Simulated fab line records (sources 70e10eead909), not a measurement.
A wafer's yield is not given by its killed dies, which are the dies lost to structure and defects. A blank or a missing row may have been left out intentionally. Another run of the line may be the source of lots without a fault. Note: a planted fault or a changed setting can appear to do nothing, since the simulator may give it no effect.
fab line records -- flow nandHarc
record: lots: 24, wafers: 72, lastDay: 24
route steps=1159 shown P_M1@307 P_M2@336 P_BONDPAD@351 A_CHANNEL_HOLE_D1@487 A_CHANNEL_FILL_D1@517
lots with no fault: from the same line, run without faults
startH: the number of hours between the record's first day and the start of the first shown wafer of the lot -- waitH: hours since the lot's step before -- " the same as in the row above -- L1.1+2: a single row standing in for several wafers -- - no value, or no start given -- * or withheld: withheld -- < > ~ a bound
route shown NAME@n: names a module that has steps shown in the file, with the first one's number in the route -- usual: mean and standard deviation over wafers with no fault -- same: alike in all rows -- chamber/n: place in a boat -- sites: the reading at each site -- _std_site: the values' standard deviation -- _edge_site: outer sites' mean less inner sites' -- radiusMm: for every site, how far away it sits from the centre of the wafer -- mask NAME#n: copy n -- behind: the most recent tool/chamber to have shaped the wafer -- hold: why the lot went on hold/how many hours it stayed there/how the hold came to an end -- device: the transistor (n, p or np) that didn't switch -- end of line: tests of these same wafers at the route's end -- where a step has no rows: the recipe by itself -- killed: dies that structure and defects cost at the first sort, which is not the same as the wafer's yield -- map: a wafer's dies, x killed, . not, _ none there
set.NAME: the setting that was run; set.NAME@STEP: the one run at that earlier step -- model.NAME: the simulator's own value behind a step, which no gauge read
one table for each step of the route and one row for each wafer, over a sample of lots
services: from which hour (startH, from the record's first day; less than 0 if before it) a tool's chamber was out of use, for how many hours, and why
== steps ==
step: NHARC_P_M1_PVD_20
recipe: targetThkA: 50, biasV: 168.6, powerW: 15000, chamberPressurePa: 0.12, timeS: 8.06, substrateTempC: 50, material: TaN
usual: throttleValvePct: 30.2/0.89
lot.wafer,tool,chamber,startH,waitH,throttleValvePct
L074.1,pvdSputter-03,-,-,-,29.4
L074.6,pvdSputter-03,-,-,-,31.0
L074.5,pvdSputter-03,-,-,-,31.2
L075.2,pvdSputter-01,-,-,-,29.7
L075.1,pvdSputter-01,-,-,-,30.9
L075.4,pvdSputter-01,-,-,-,31.4
L077.1,pvdSputter-01,-,-,-,30.6
L077.6,pvdSputter-01,-,-,-,29.5
L077.5,pvdSputter-01,-,-,-,30.7
L076.2,pvdSputter-03,-,-,-,31.0
L076.4,pvdSputter-03,-,-,-,29.3
L076.6,pvdSputter-03,-,-,-,30.9
L078.2,pvdSputter-01,-,-,-,31.0
L078.1,pvdSputter-01,-,-,-,31.2
L078.6,pvdSputter-01,-,-,-,31.1
L079.1,pvdSputter-01,-,-,-,31.0
L079.3,pvdSputter-01,-,-,-,31.4
L079.2,pvdSputter-01,-,-,-,30.6
L080.2,pvdSputter-02,-,-,-,30.1
L080.6,pvdSputter-02,-,-,-,28.1
L080.5,pvdSputter-02,-,-,-,29.9
L082.1,pvdSputter-01,-,-,-,31.4
L082.3,pvdSputter-01,-,-,-,30.5
L082.6,pvdSputter-01,-,-,-,29.0
L081.1,pvdSputter-03,-,-,-,28.9
L081.5,pvdSputter-03,-,-,-,29.9
L081.6,pvdSputter-03,-,-,-,31.1
L083.4,pvdSputter-03,-,-,-,30.8
L083.6,pvdSputter-03,-,-,-,29.4
L083.5,pvdSputter-03,-,-,-,31.0
L084.1,pvdSputter-03,-,-,-,29.4
L084.4,pvdSputter-03,-,-,-,30.9
L084.6,pvdSputter-03,-,-,-,29.5
L085.4,pvdSputter-01,-,-,-,30.5
L085.2,pvdSputter-01,-,-,-,31.4
L085.6,pvdSputter-01,-,-,-,30.5
L086.2,pvdSputter-01,-,-,-,30.8
L086.5,pvdSputter-01,-,-,-,29.1
L086.6,pvdSputter-01,-,-,-,30.5
L087.1,pvdSputter-02,-,-,-,30.3
L087.4,pvdSputter-02,-,-,-,28.4
L087.6,pvdSputter-02,-,-,-,30.2
L089.3,pvdSputter-03,-,-,-,31.1
L089.4,pvdSputter-03,-,-,-,29.5
L089.6,pvdSputter-03,-,-,-,30.9
L088.4,pvdSputter-01,-,-,-,31.4
L088.3,pvdSputter-01,-,-,-,30.4
L088.5,pvdSputter-01,-,-,-,30.4
L090.1,pvdSputter-01,-,-,-,30.5
L090.5,pvdSputter-01,-,-,-,30.7
L090.6,pvdSputter-01,-,-,-,31.4
L091.3,pvdSputter-01,-,-,-,30.4
L091.1,pvdSputter-01,-,-,-,31.4
L091.6,pvdSputter-01,-,-,-,30.4
L093.2,pvdSputter-03,-,-,-,29.2
L093.4,pvdSputter-03,-,-,-,31.0
L093.1,pvdSputter-03,-,-,-,29.2
L092.1,pvdSputter-02,-,-,-,30.8
L092.5,pvdSputter-02,-,-,-,28.2
L092.6,pvdSputter-02,-,-,-,29.1
L095.1,pvdSputter-01,-,-,-,31.4
L095.6,pvdSputter-01,-,-,-,29.2
L095.5,pvdSputter-01,-,-,-,30.8
L094.2,pvdSputter-02,-,-,-,29.0
L094.3,pvdSputter-02,-,-,-,30.4
L094.6,pvdSputter-02,-,-,-,28.9
L096.4,pvdSputter-01,-,-,-,30.5
L096.3,pvdSputter-01,-,-,-,29.1
L096.6,pvdSputter-01,-,-,-,29.2
L097.3,pvdSputter-03,-,-,-,30.8
L097.5,pvdSputter-03,-,-,-,29.2
L097.6,pvdSputter-03,-,-,-,29.5
step: NHARC_P_M2_ETCH_28
recipe: targetDepthA: 300, overEtchFrac: 0.3, timeS: 72.99, ionEnergyEv: 150, cf4FlowSccm: 50, n2FlowSccm: 100, arFlowSccm: 150, rfW: 300, biasW: 100, chemistry: CF4/N2
usual: biasW: 100.00/0.28, drypumpMotorCurrentA: 6.0/0.44, oesProductAu: 1.002/0.0073, rfVppV: 314.3/2, showerheadPlenumPTorr: 2.64/0.1, throttleValvePct: 19.794/0.0093
lot.wafer,tool,chamber,startH,waitH,biasW,drypumpMotorCurrentA,oesProductAu,rfHoursCounterH,rfVppV,showerheadPlenumPTorr,throttleValvePct
L074.1,rieDiel-02,1,-,-,100.63,6.1,0.998,5,317.5,2.74,19.791
L074.5,rieDiel-02,3,-,-,100.27,6.5,0.999,-,313.7,2.57,19.804
L074.6,rieDiel-02,0,-,-,100.26,6.2,1.008,-,311.6,2.52,19.806
L075.1,rieDiel-06,2,-,-,100.00,5.0,1.004,4,316.3,2.77,19.806
L075.2,rieDiel-06,3,-,-,99.97,6.6,1.000,12,317.2,2.76,19.784
L075.4,rieDiel-06,0,-,-,100.34,5.3,1.001,-,313.3,2.61,19.786
L077.1,rieDiel-13,0,-,-,100.16,5.9,1.005,16,310.1,2.46,19.786
L077.6,rieDiel-13,2,-,-,99.80,5.7,0.994,-,314.6,2.67,19.807
L077.5,rieDiel-13,0,-,-,99.78,5.9,1.000,-,310.5,2.46,19.790
L076.2,rieDiel-02,2,-,-,100.35,5.9,1.015,6,315.9,2.70,19.793
L076.4,rieDiel-02,3,-,-,100.28,6.5,0.999,6,314.1,2.57,19.784
L076.6,rieDiel-02,0,-,-,99.94,6.1,1.003,-,312.4,2.52,19.789
L078.1,rieDiel-06,0,-,-,99.66,5.3,0.997,15,314.4,2.61,19.806
L078.2,rieDiel-06,2,-,-,100.00,5.0,0.999,9,316.4,2.76,19.803
L078.6,rieDiel-06,0,-,-,100.16,5.3,0.998,-,313.5,2.61,19.802
L079.3,rieDiel-06,3,-,-,99.91,6.6,0.998,17,316.4,2.76,19.783
L079.1,rieDiel-06,0,-,-,99.73,5.3,0.996,15,313.3,2.61,19.818
L079.2,rieDiel-06,2,-,-,100.38,5.0,0.999,9,315.6,2.76,19.793
L080.2,rieDiel-02,1,-,-,99.62,6.1,1.008,0,316.6,2.73,19.799
L080.6,rieDiel-02,0,-,-,99.75,6.2,1.001,-,311.4,2.52,19.784
L080.5,rieDiel-02,1,-,-,100.02,6.1,1.004,-,315.3,2.74,19.796
L082.1,rieDiel-02,3,-,-,99.95,6.5,1.010,0,314.6,2.57,19.791
L082.3,rieDiel-02,0,-,-,99.91,6.2,1.002,0,312.9,2.52,19.799
L082.6,rieDiel-02,0,-,-,99.89,6.2,1.011,-,311.1,2.52,19.810
L081.1,rieDiel-06,0,-,-,99.77,5.3,0.995,22,314.1,2.60,19.787
L081.5,rieDiel-06,1,-,-,99.73,5.4,0.992,-,312.0,2.46,19.797
L081.6,rieDiel-06,2,-,-,100.03,5.0,1.007,-,316.1,2.76,19.782
L083.4,rieDiel-02,3,-,-,100.12,6.5,1.000,1,312.5,2.57,19.786
L083.5,rieDiel-02,0,-,-,100.12,6.2,0.997,-,311.8,2.52,19.790
L083.6,rieDiel-02,1,-,-,100.38,6.1,1.017,-,315.6,2.73,19.807
L084.1,rieDiel-02,1,-,-,100.22,6.1,0.999,1,315.5,2.73,19.793
L084.4,rieDiel-02,2,-,-,100.28,6.0,0.993,1,314.8,2.70,19.775
L084.6,rieDiel-02,0,-,-,100.05,6.2,1.008,-,312.7,2.52,19.788
L085.2,rieDiel-06,3,-,-,100.29,6.6,0.988,29,317.3,2.76,19.788
L085.4,rieDiel-06,0,-,-,100.07,5.3,0.991,26,313.5,2.60,19.796
L085.6,rieDiel-06,3,-,-,100.16,6.6,0.990,-,314.7,2.76,19.815
L086.2,rieDiel-02,1,-,-,99.95,6.1,1.010,2,314.9,2.73,19.801
L086.6,rieDiel-02,1,-,-,100.12,6.0,1.009,-,314.9,2.73,19.790
L086.5,rieDiel-02,2,-,-,100.09,6.0,1.001,-,314.8,2.70,19.763
L087.4,rieDiel-02,3,-,-,99.40,6.5,1.010,2,313.7,2.57,19.781
L087.1,rieDiel-02,2,-,-,99.65,5.9,0.991,2,314.4,2.70,19.785
L087.6,rieDiel-02,0,-,-,100.18,6.2,0.998,-,310.8,2.52,19.788
L089.4,rieDiel-06,1,-,-,99.79,5.4,0.995,23,309.5,2.46,19.781
L089.3,rieDiel-06,2,-,-,100.10,5.0,1.008,23,316.9,2.76,19.799
L089.6,rieDiel-06,1,-,-,99.78,5.5,0.997,-,312.7,2.46,19.805
L088.4,rieDiel-02,3,-,-,99.65,6.5,1.006,2,312.7,2.57,19.790
L088.3,rieDiel-02,0,-,-,100.40,6.1,1.010,2,312.9,2.52,19.790
L088.5,rieDiel-02,3,-,-,99.77,6.5,1.005,-,313.9,2.57,19.797
L090.1,rieDiel-13,2,223.57,0.3,100.22,5.8,0.991,48,314.5,2.66,19.798
L090.6,rieDiel-13,2,223.57,0.3,99.99,5.8,0.996,-,314.3,2.66,19.796
L090.5,rieDiel-13,0,223.57,0.3,100.16,5.9,0.987,-,310.6,2.45,19.792
L091.3,rieDiel-02,1,-,-,100.34,6.1,0.995,2,317.4,2.73,19.784
L091.1,rieDiel-02,2,-,-,99.88,5.9,1.004,2,315.3,2.70,19.783
L091.6,rieDiel-02,2,-,-,100.21,5.9,1.002,-,315.7,2.70,19.806
L093.4,rieDiel-02,1,-,-,99.94,6.1,1.004,3,315.0,2.73,19.785
L093.2,rieDiel-02,2,-,-,100.26,5.9,1.012,3,317.0,2.70,19.806
L093.1,rieDiel-02,0,-,-,100.10,6.2,0.992,3,311.4,2.52,19.813
L092.1,rieDiel-02,1,-,-,99.67,6.1,0.998,3,316.7,2.73,19.773
L092.5,rieDiel-02,1,-,-,99.79,6.0,0.996,-,315.8,2.73,19.785
L092.6,rieDiel-02,2,-,-,100.25,6.0,0.985,-,316.1,2.70,19.788
L095.1,rieDiel-13,3,-,-,99.79,6.3,1.007,20,316.3,2.73,19.790
L095.5,rieDiel-13,0,-,-,99.57,5.9,0.999,-,312.4,2.44,19.803
L095.6,rieDiel-13,1,-,-,100.43,6.2,0.999,-,313.6,2.57,19.790
L094.3,rieDiel-02,0,-,-,99.82,6.2,1.017,3,312.5,2.52,19.791
L094.2,rieDiel-02,2,-,-,99.58,5.9,1.013,3,315.8,2.70,19.796
L094.6,rieDiel-02,0,-,-,99.76,6.1,1.005,-,312.6,2.52,19.795
L096.4,rieDiel-02,1,-,-,99.93,6.0,0.991,3,315.3,2.73,19.795
L096.3,rieDiel-02,2,-,-,100.47,5.9,1.001,3,315.3,2.70,19.809
L096.6,rieDiel-02,0,-,-,100.42,6.2,0.997,-,312.2,2.52,19.785
L097.3,rieDiel-02,3,-,-,100.11,6.5,1.003,3,314.0,2.57,19.798
L097.5,rieDiel-02,1,-,-,99.90,6.0,1.010,-,316.7,2.73,19.790
L097.6,rieDiel-02,2,-,-,100.19,5.9,1.008,-,315.6,2.70,19.799
step: NHARC_P_M2_INSPECT_27
usual: rawDefectCount: 346/140
lot.wafer,tool,chamber,startH,waitH,rawDefectCount
L074.1,defectInspect-01,-,122.12,0.0,371
L074.5,defectInspect-01,-,122.12,0.0,502
L074.6,defectInspect-01,-,122.12,0.0,485
L075.1,defectInspect-01,-,132.51,0.0,199
L075.2,defectInspect-01,-,132.51,0.0,263
L075.4,defectInspect-01,-,132.51,0.0,169
L077.1,defectInspect-02,-,145.64,0.0,417
L077.5,defectInspect-02,-,145.64,0.0,283
L077.6,defectInspect-02,-,145.64,0.0,198
L076.2,defectInspect-01,-,145.95,0.0,200
L076.4,defectInspect-01,-,145.95,0.0,185
L076.6,defectInspect-01,-,145.95,0.0,251
L078.1,defectInspect-02,-,155.40,0.0,277
L078.2,defectInspect-02,-,155.40,0.0,297
L078.6,defectInspect-02,-,155.40,0.0,336
L079.1,defectInspect-02,-,155.91,0.0,497
L079.2,defectInspect-02,-,155.91,0.0,549
L079.3,defectInspect-02,-,155.91,0.0,851
L080.2,defectInspect-01,-,175.71,0.0,362
L080.5,defectInspect-01,-,175.71,0.0,151
L080.6,defectInspect-01,-,175.71,0.0,195
L082.1,defectInspect-01,-,176.68,0.0,295
L082.3,defectInspect-01,-,176.68,0.0,177
L082.6,defectInspect-01,-,176.68,0.0,301
L081.1,defectInspect-02,-,176.99,0.0,289
L081.5,defectInspect-02,-,176.99,0.0,201
L081.6,defectInspect-02,-,176.99,0.0,163
L083.4,defectInspect-01,-,184.64,0.0,416
L083.5,defectInspect-01,-,184.64,0.0,486
L083.6,defectInspect-01,-,184.64,0.0,420
L084.1,defectInspect-01,-,194.40,0.0,324
L084.4,defectInspect-01,-,194.40,0.0,373
L084.6,defectInspect-01,-,194.40,0.0,239
L085.2,defectInspect-01,-,202.25,0.0,407
L085.4,defectInspect-01,-,202.25,0.0,248
L085.6,defectInspect-01,-,202.25,0.0,362
L086.2,defectInspect-01,-,203.19,0.0,354
L086.5,defectInspect-01,-,203.19,0.0,197
L086.6,defectInspect-01,-,203.19,0.0,450
L087.1,defectInspect-01,-,215.16,0.0,924
L087.4,defectInspect-01,-,215.16,0.0,316
L087.6,defectInspect-01,-,215.16,0.0,358
L089.3,defectInspect-01,-,215.43,0.0,355
L089.4,defectInspect-01,-,215.43,0.0,285
L089.6,defectInspect-01,-,215.43,0.0,500
L088.3,defectInspect-01,-,215.96,0.0,594
L088.4,defectInspect-01,-,215.96,0.0,485
L088.5,defectInspect-01,-,215.96,0.0,454
L090.1,defectInspect-01,-,225.94,0.0,179
L090.5,defectInspect-01,-,225.94,0.0,348
L090.6,defectInspect-01,-,225.94,0.0,296
L091.1,defectInspect-01,-,226.14,0.0,252
L091.3,defectInspect-01,-,226.14,0.0,286
L091.6,defectInspect-01,-,226.14,0.0,372
L093.1,defectInspect-01,-,245.50,0.0,385
L093.2,defectInspect-01,-,245.50,0.0,268
L093.4,defectInspect-01,-,245.50,0.0,405
L092.1,defectInspect-02,-,245.99,0.0,313
L092.5,defectInspect-02,-,245.99,0.0,261
L092.6,defectInspect-02,-,245.99,0.0,296
L095.1,defectInspect-01,-,246.77,0.0,210
L095.5,defectInspect-01,-,246.77,0.0,293
L095.6,defectInspect-01,-,246.77,0.0,411
L094.2,defectInspect-01,-,250.08,0.0,379
L094.3,defectInspect-01,-,250.08,0.0,545
L094.6,defectInspect-01,-,250.08,0.0,481
L096.3,defectInspect-02,-,256.57,0.0,356
L096.4,defectInspect-02,-,256.57,0.0,273
L096.6,defectInspect-02,-,256.57,0.0,331
L097.3,defectInspect-02,-,257.46,0.0,427
L097.5,defectInspect-02,-,257.46,0.0,636
L097.6,defectInspect-02,-,257.46,0.0,315
step: NHARC_P_BONDPAD_DEP_00
recipe: targetThkA: 2500, tempC: 370, targetThkNm: 250, pressureTorr: 3, flowSccm: 200, rfW: 450, material: SiCN
usual: chamberPressureTorr: 3.001/0.0065, heaterPowerW: 616/72
lot.wafer,tool,chamber,startH,waitH,chamberPressureTorr,heaterPowerW
L074.1,pecvd-01,2,-,-,3.002,609
L074.6,pecvd-01,1,-,-,3.001,667
L074.5,pecvd-01,0,-,-,3.004,606
L075.1,pecvd-02,0,-,-,3.003,577
L075.2,pecvd-02,1,-,-,3.009,606
L075.4,pecvd-02,2,-,-,2.994,575
L077.1,pecvd-01,1,-,-,3.017,528
L077.5,pecvd-01,2,-,-,2.995,693
L077.6,pecvd-01,0,-,-,3.002,631
L076.2,pecvd-01,2,147.06,-,2.996,703
L076.6,pecvd-01,1,147.06,-,2.996,581
L076.4,pecvd-01,2,147.06,-,3.005,559
L078.2,pecvd-01,1,155.96,-,3.000,644
L078.1,pecvd-01,2,155.96,-,2.990,656
L078.6,pecvd-01,2,155.96,-,2.997,657
L079.3,pecvd-03,0,-,-,3.005,463
L079.1,pecvd-03,1,-,-,3.005,659
L079.2,pecvd-03,2,-,-,3.013,777
L080.2,pecvd-01,2,176.33,-,3.001,685
L080.5,pecvd-01,1,176.33,-,2.991,569
L080.6,pecvd-01,2,176.33,-,3.007,694
L082.3,pecvd-01,0,-,-,2.993,538
L082.1,pecvd-01,1,-,-,3.002,613
L082.6,pecvd-01,0,-,-,2.990,550
L081.1,pecvd-01,1,177.75,-,3.005,623
L081.5,pecvd-01,1,177.75,-,2.994,619
L081.6,pecvd-01,2,177.75,-,3.002,692
L083.6,pecvd-01,2,185.32,-,3.014,621
L083.5,pecvd-01,0,185.32,-,3.009,637
L083.4,pecvd-01,1,185.32,-,2.991,628
L084.1,pecvd-01,0,-,-,3.007,623
L084.4,pecvd-01,2,-,-,2.998,644
L084.6,pecvd-01,0,-,-,3.011,623
L085.2,pecvd-01,1,202.85,-,3.004,574
L085.6,pecvd-01,0,202.85,-,3.005,644
L085.4,pecvd-01,2,202.85,-,2.998,701
L086.2,pecvd-03,2,203.83,-,3.007,764
L086.6,pecvd-03,1,203.83,-,3.003,642
L086.5,pecvd-03,2,203.83,-,3.005,790
L087.1,pecvd-03,2,215.82,-,2.992,772
L087.4,pecvd-03,0,215.82,-,3.004,464
L087.6,pecvd-03,2,215.82,-,2.998,768
L089.3,pecvd-01,0,216.03,-,2.996,612
L089.4,pecvd-01,2,216.03,-,3.001,659
L089.6,pecvd-01,0,216.03,-,3.005,616
L088.3,pecvd-02,2,-,-,3.013,631
L088.4,pecvd-02,1,-,-,3.007,617
L088.5,pecvd-02,0,-,-,3.001,620
L090.1,pecvd-03,1,226.58,-,3.003,659
L090.5,pecvd-03,0,226.58,-,3.003,469
L090.6,pecvd-03,1,226.58,-,2.995,523
L091.3,pecvd-02,1,-,-,3.007,593
L091.1,pecvd-02,2,-,-,2.994,649
L091.6,pecvd-02,2,-,-,3.003,660
L093.1,pecvd-03,2,246.41,0.7,3.006,765
L093.2,pecvd-03,0,246.41,0.7,3.003,470
L093.4,pecvd-03,0,246.41,0.7,3.001,482
L092.1,pecvd-02,1,247.39,0.5,3.001,602
L092.5,pecvd-02,1,247.39,0.5,2.991,605
L092.6,pecvd-02,0,247.39,0.5,2.986,536
L095.1,pecvd-03,0,-,-,2.999,517
L095.5,pecvd-03,0,-,-,2.996,532
L095.6,pecvd-03,1,-,-,2.994,578
L094.3,pecvd-01,0,250.69,-,3.010,597
L094.2,pecvd-01,1,250.69,-,3.001,665
L094.6,pecvd-01,0,250.69,-,3.009,603
L096.3,pecvd-03,1,257.27,-,2.997,569
L096.4,pecvd-03,2,257.27,-,2.994,743
L096.6,pecvd-03,2,257.27,-,2.993,751
L097.3,pecvd-01,2,258.11,-,3.005,623
L097.6,pecvd-01,1,258.11,-,2.998,667
L097.5,pecvd-01,2,258.11,-,3.003,617
step: NHARC_A_CHANNEL_HOLE_D1_CD_MEAS_30
usual: cdNm: 90.0/0.92
lot.wafer,tool,chamber,startH,waitH,cdNm
L074.1,cdSem-02,-,173.52,-,89.1
L074.5,cdSem-02,-,173.52,-,90.0
L074.6,cdSem-02,-,173.52,-,91.1
L075.1,cdSem-02,-,189.05,-,89.2
L075.2,cdSem-02,-,189.05,-,89.9
L075.4,cdSem-02,-,189.05,-,88.8
L076.2,cdSem-01,-,197.27,-,89.9
L076.4,cdSem-01,-,197.27,-,88.8
L076.6,cdSem-01,-,197.27,-,89.7
L077.1,cdSem-02,-,198.24,-,89.4
L077.5,cdSem-02,-,198.24,-,89.5
L077.6,cdSem-02,-,198.24,-,90.4
L079.1,cdSem-03,-,205.69,-,91.7
L079.2,cdSem-03,-,205.69,-,89.8
L079.3,cdSem-03,-,205.69,-,91.1
L078.1,cdSem-03,-,206.12,-,90.9
L078.2,cdSem-03,-,206.12,-,89.8
L078.6,cdSem-03,-,206.12,-,90.0
L081.1,cdSem-03,-,227.65,-,89.2
L081.5,cdSem-03,-,227.65,-,89.3
L081.6,cdSem-03,-,227.65,-,90.2
L082.1,cdSem-02,-,227.83,-,89.6
L082.3,cdSem-02,-,227.83,-,90.6
L082.6,cdSem-02,-,227.83,-,89.8
L080.2,cdSem-03,-,231.83,-,89.0
L080.5,cdSem-03,-,231.83,-,90.8
L080.6,cdSem-03,-,231.83,-,90.6
L083.4,cdSem-03,-,237.41,-,90.4
L083.5,cdSem-03,-,237.41,-,91.2
L083.6,cdSem-03,-,237.41,-,90.9
L084.1,cdSem-03,-,246.50,-,90.6
L084.4,cdSem-03,-,246.50,-,89.7
L084.6,cdSem-03,-,246.50,-,90.0
L085.2,cdSem-02,-,255.31,-,90.4
L085.4,cdSem-02,-,255.31,-,90.7
L085.6,cdSem-02,-,255.31,-,89.1
L086.2,cdSem-01,-,255.62,-,91.7
L086.5,cdSem-01,-,255.62,-,90.0
L086.6,cdSem-01,-,255.62,-,91.2
L089.3,cdSem-02,-,271.77,-,89.2
L089.4,cdSem-02,-,271.77,-,89.8
L089.6,cdSem-02,-,271.77,-,89.1
L087.1,cdSem-02,-,273.07,-,90.9
L087.4,cdSem-02,-,273.07,-,90.7
L087.6,cdSem-02,-,273.07,-,90.6
L088.3,cdSem-01,-,275.94,-,89.9
L088.4,cdSem-01,-,275.94,-,91.0
L088.5,cdSem-01,-,275.94,-,91.0
L090.1,cdSem-03,-,277.18,-,89.7
L090.5,cdSem-03,-,277.18,-,89.9
L090.6,cdSem-03,-,277.18,-,90.4
L091.1,cdSem-02,-,280.12,-,88.0
L091.3,cdSem-02,-,280.12,-,88.5
L091.6,cdSem-02,-,280.12,-,89.1
L095.1,cdSem-02,-,296.38,-,90.3
L095.5,cdSem-02,-,296.38,-,90.4
L095.6,cdSem-02,-,296.38,-,89.8
L093.1,cdSem-03,-,297.36,-,90.3
L093.2,cdSem-03,-,297.36,-,89.7
L093.4,cdSem-03,-,297.36,-,89.8
L092.1,cdSem-02,-,300.54,-,90.8
L092.5,cdSem-02,-,300.54,-,90.4
L092.6,cdSem-02,-,300.54,-,89.9
L094.2,cdSem-03,-,301.67,-,89.3
L094.3,cdSem-03,-,301.67,-,90.7
L094.6,cdSem-03,-,301.67,-,92.0
L097.3,cdSem-01,-,310.43,-,88.8
L097.5,cdSem-01,-,310.43,-,89.4
L097.6,cdSem-01,-,310.43,-,90.5
L096.3,cdSem-01,-,314.72,-,87.8
L096.4,cdSem-01,-,314.72,-,89.1
L096.6,cdSem-01,-,314.72,-,88.9
step: NHARC_A_CHANNEL_FILL_D1_RTA_24
recipe: tempC: 1000, timeS: 5
usual: lampPowerPct: 27.1/2.5, lamp_zone_4_pct: 27.1/2.5, wafer_temp_C_max: 1007.1/1.4
lot.wafer,tool,chamber,startH,waitH,lampPowerPct,lamp_zone_4_pct,wafer_temp_C_max
L074.1,rtpAnneal-02,0,224.28,0.3,29.9,29.9,1005.7
L074.5,rtpAnneal-02,0,224.28,0.3,29.8,29.9,1006.3
L074.6,rtpAnneal-02,0,224.28,0.3,29.8,29.9,1008.6
L075.1,rtpAnneal-02,0,240.60,0.0,29.9,29.9,1007.6
L075.2,rtpAnneal-02,0,240.60,0.0,29.9,29.9,1009.1
L075.4,rtpAnneal-02,0,240.60,0.0,29.9,29.9,1008.3
L077.1,rtpAnneal-02,0,245.04,0.0,29.8,29.8,1006.9
L077.5,rtpAnneal-02,0,245.04,0.0,29.8,29.9,1006.2
L077.6,rtpAnneal-02,0,245.04,0.0,29.9,29.8,1009.5
L078.1,rtpAnneal-01,0,253.94,0.1,24.8,24.8,1005.1
L078.2,rtpAnneal-01,0,253.94,0.1,24.8,24.8,1005.1
L078.6,rtpAnneal-01,0,253.94,0.1,24.8,24.8,1006.1
L079.1,rtpAnneal-01,0,256.35,0.0,24.8,24.8,1006.2
L079.2,rtpAnneal-01,0,256.35,0.0,24.8,24.8,1008.1
L079.3,rtpAnneal-01,0,256.35,0.0,24.8,24.8,1004.4
L076.2,rtpAnneal-02,0,256.38,0.1,29.9,29.8,1007.7
L076.4,rtpAnneal-02,0,256.38,0.1,29.9,29.9,1005.5
L076.6,rtpAnneal-02,0,256.38,0.1,29.9,29.9,1007.1
L080.2,rtpAnneal-02,0,281.44,0.1,29.9,29.9,1006.0
L080.5,rtpAnneal-02,0,281.44,0.1,29.9,29.9,1006.0
L080.6,rtpAnneal-02,0,281.44,0.1,29.9,29.9,1008.7
L082.1,rtpAnneal-01,0,281.56,0.0,24.8,24.8,1004.4
L082.3,rtpAnneal-01,0,281.56,0.0,24.8,24.8,1005.2
L082.6,rtpAnneal-01,0,281.56,0.0,24.8,24.9,1006.5
L081.1,rtpAnneal-02,0,281.71,0.0,29.9,29.8,1009.7
L081.5,rtpAnneal-02,0,281.71,0.0,29.9,29.8,1008.5
L081.6,rtpAnneal-02,0,281.71,0.0,29.9,29.9,1008.1
L083.4,rtpAnneal-01,0,287.25,0.1,24.8,24.8,1005.4
L083.5,rtpAnneal-01,0,287.25,0.1,24.8,24.8,1005.3
L083.6,rtpAnneal-01,0,287.25,0.1,24.8,24.8,1006.5
L084.1,rtpAnneal-02,0,298.42,0.0,29.9,29.9,1007.7
L084.4,rtpAnneal-02,0,298.42,0.0,29.9,29.9,1008.9
L084.6,rtpAnneal-02,0,298.42,0.0,29.9,29.9,1008.0
L086.2,rtpAnneal-01,0,304.53,1.1,24.9,24.8,1007.5
L086.5,rtpAnneal-01,0,304.53,1.1,24.8,24.8,1005.9
L086.6,rtpAnneal-01,0,304.53,1.1,24.8,24.8,1008.1
L085.2,rtpAnneal-01,0,304.84,1.3,24.8,24.8,1005.8
L085.4,rtpAnneal-01,0,304.84,1.3,24.8,24.8,1009.1
L085.6,rtpAnneal-01,0,304.84,1.3,24.8,24.8,1005.3
L087.1,rtpAnneal-01,0,325.06,0.1,24.8,24.8,1007.7
L087.4,rtpAnneal-01,0,325.06,0.1,24.8,24.8,1004.2
L087.6,rtpAnneal-01,0,325.06,0.1,24.8,24.8,1005.7
L089.3,rtpAnneal-01,0,325.29,0.2,24.8,24.8,1005.5
L089.4,rtpAnneal-01,0,325.29,0.2,24.8,24.8,1005.8
L089.6,rtpAnneal-01,0,325.29,0.2,24.8,24.8,1005.3
L090.1,rtpAnneal-01,0,329.88,0.0,24.8,24.8,1006.8
L090.5,rtpAnneal-01,0,329.88,0.0,24.8,24.8,1009.8
L090.6,rtpAnneal-01,0,329.88,0.0,24.8,24.8,1005.8
L091.1,rtpAnneal-02,0,329.88,0.0,29.9,29.9,1007.5
L091.3,rtpAnneal-02,0,329.88,0.0,29.9,29.9,1007.4
L091.6,rtpAnneal-02,0,329.88,0.0,29.9,29.9,1007.5
L088.3,rtpAnneal-01,0,330.10,0.3,24.8,24.8,1007.0
L088.4,rtpAnneal-01,0,330.10,0.3,24.8,24.8,1007.2
L088.5,rtpAnneal-01,0,330.10,0.3,24.8,24.8,1005.3
L095.1,rtpAnneal-02,0,345.33,0.0,29.9,29.9,1010.9
L095.5,rtpAnneal-02,0,345.33,0.0,29.9,29.9,1007.6
L095.6,rtpAnneal-02,0,345.33,0.0,29.8,29.8,1008.1
L093.1,rtpAnneal-01,0,345.34,0.0,24.8,24.8,1005.2
L093.2,rtpAnneal-01,0,345.34,0.0,24.8,24.8,1006.8
L093.4,rtpAnneal-01,0,345.34,0.0,24.8,24.8,1005.7
L092.1,rtpAnneal-01,0,350.25,0.3,24.8,24.8,1006.9
L092.5,rtpAnneal-01,0,350.25,0.3,24.8,24.8,1005.6
L092.6,rtpAnneal-01,0,350.25,0.3,24.8,24.8,1006.2
L094.2,rtpAnneal-02,0,350.28,0.3,29.9,29.9,1007.5
L094.3,rtpAnneal-02,0,350.28,0.3,29.9,29.9,1007.1
L094.6,rtpAnneal-02,0,350.28,0.3,29.9,29.9,1008.4
L096.3,rtpAnneal-01,0,362.69,0.1,24.8,24.7,1005.2
L096.4,rtpAnneal-01,0,362.69,0.1,24.8,24.7,1005.5
L096.6,rtpAnneal-01,0,362.69,0.1,24.8,24.8,1007.4
L097.3,rtpAnneal-02,0,362.71,0.1,29.9,29.9,1007.3
L097.5,rtpAnneal-02,0,362.71,0.1,29.9,29.9,1009.6
L097.6,rtpAnneal-02,0,362.71,0.1,29.9,29.9,1008.4
== services ==
tool,chamber,startH,hours,kind
rieDiel-02,0,99.43,3.9,repair
pvdSputter-03,-,102.00,10.0,pm
pecvd-03,-,111.00,13.0,pm
rieDiel-06,1,118.90,36.4,repair
rieDiel-06,0,131.80,9.3,repair
rieDiel-02,-,150.70,9.0,pm
pvdSputter-01,-,158.00,10.0,pm
rieDiel-02,-,180.35,0.4,repair
pecvd-01,-,237.38,13.0,pm
rieDiel-06,-,241.20,9.0,pm
pvdSputter-03,-,245.39,2.3,repair
rieDiel-06,0,260.37,8.2,repair
pecvd-03,-,267.46,0.8,repair
pvdSputter-03,-,280.00,10.0,pm
pecvd-01,-,280.01,0.6,repair
pecvd-03,-,288.20,2.5,repair
pecvd-03,-,292.00,13.0,pm
rieDiel-02,3,294.05,3.9,repair
rtpAnneal-02,-,300.00,12.0,pm
rieDiel-02,3,319.92,3.3,repair
rieDiel-06,0,321.70,2.8,repair
rieDiel-02,-,327.70,9.0,pm
pvdSputter-01,-,336.00,10.0,pm
pvdSputter-01,-,359.55,0.5,repair
== key ==
fault none
